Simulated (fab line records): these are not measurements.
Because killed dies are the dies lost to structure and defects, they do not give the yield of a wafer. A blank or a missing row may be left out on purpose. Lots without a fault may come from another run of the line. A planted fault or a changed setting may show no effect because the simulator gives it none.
One fault through the eyes of 2 desks ; flow n5 finfet ; each desk has only its own numbers; what lay behind them comes last

AT THE METROLOGY DESK
Lot by lot, what the gauges showed, no matter which tool ran the lot: averages of those sampled wafers that carry a number. A lot is out of limits, marked OUT, if its mean lies more than 4 standard deviations from the usual mean; the brackets give that distance. Only the readings that lie furthest out on some lot appear, 7 of the 11 it has.
Columns: A = DIBL_N at N5_BEOL_M4_RC_MEAS_101, usual 36.3 mV/V; B = DIBL_P at N5_BEOL_M4_RC_MEAS_101, usual 36.5 mV/V; C = IOFF_N at N5_BEOL_M4_RC_MEAS_101, usual 0.16 nA/um; D = IOFF_P at N5_BEOL_M4_RC_MEAS_101, usual 0.22 nA/um; E = ION_N at N5_BEOL_M4_RC_MEAS_101, usual 677 uA/um; F = ION_P at N5_BEOL_M4_RC_MEAS_101, usual 466 uA/um; G = VT_N at N5_BEOL_M4_RC_MEAS_101, usual 249 mV
lot;first seen here;A;B;C;D;E;F;G
L293;day 6 19:30;35.3;35.4;0.15;0.22;673;470;250
L296;day 8 01:08;36.3;37.2;0.16;0.21;673;459;250
L297;day 8 04:10;37.2;36.8;0.17;0.24;689;471;248
L305;day 10 00:39;36.7;36.6;0.15;0.23;676;466;251
L307;day 10 14:16;37.0;37.6;0.17;0.26;677;472;248
L308;day 10 18:26;35.9;37.2;0.18;0.23;678;465;248
L310;day 11 05:10;35.5;34.5;0.15;0.21;674;471;250
L311;day 11 09:53;35.5;35.8;0.16;0.21;677;467;248
L314;day 12 04:40;32.8;32.8;0.11;0.16;654;455;255
This desk found nothing out of limits on any of the 9 lots.

DESK OF THE TOOL OWNER: rie diel-02
The tool's own readings at N5_BEOL_M2_ETCH_70 (etches SOC in N2/H2, target depth 80 nm, overetch 24 nm, time 130 s): means of the sampled wafers that have a number, for each lot that ran on this tool. A lot is out of limits, marked OUT, if its mean lies more than 4 standard deviations from the usual mean; the brackets give that distance.
Columns: A = drypump motor current A at N5_BEOL_M2_ETCH_70, usual 6.0 A; B = oes product au at N5_BEOL_M2_ETCH_70, usual 0.58 a.u.; C = rf vpp V at N5_BEOL_M2_ETCH_70, usual 525.2 V; D = run length s at N5_BEOL_M2_ETCH_70, usual 153.5 s; E = showerhead plenum p Torr at N5_BEOL_M2_ETCH_70, usual 2.59 Torr; F = temp c at N5_BEOL_M2_ETCH_70, usual 39.98 C; G = throttle valve pct at N5_BEOL_M2_ETCH_70, usual 17.72 %
lot;first seen here;A;B;C;D;E;F;G
L296;day 8 00:47;6.1;0.62;527.4;152.9;2.67;39.95;17.61
L297;day 8 03:49;6.3;0.67;528.6;153.5;2.70;39.97;17.51
L305;day 10 00:17;5.8;0.64;527.5;148.4 (-12) OUT;2.63;39.97;17.84
L307;day 10 13:54;6.2;0.56;527.0;150.1 (-8.3) OUT;2.64;39.92;17.60
L308;day 10 18:05;6.0;0.56;524.8;148.6 (-12) OUT;2.59;39.99;17.78
This desk's finding: out of limits on L305, L307, L308; first on L305, day 10 00:17 (run length s at N5_BEOL_M2_ETCH_70). L296, L297 stayed within limits.

ALL TOGETHER
An alarm could have come from the tool owner's desk at day 10 00:17, on L305, L307, L308.
Nothing out of limits was seen by the metrology desk.
The metrology desk holds a record of L305, L307, L308, inside its limits.
N5_BEOL_M2_ETCH_70 was run on rie diel-02 by each of the lots named.

WHAT HAD BEEN PUT IN BY THE SIMULATOR
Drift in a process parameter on rie diel-02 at N5_BEOL_M2_ETCH_70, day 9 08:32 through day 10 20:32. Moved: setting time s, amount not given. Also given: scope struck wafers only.
Struck lots among those shown: L305, L307, L308.
Time in hours from fault onset to the first out-of-limits reading at each desk: the tool owner's desk, 16.
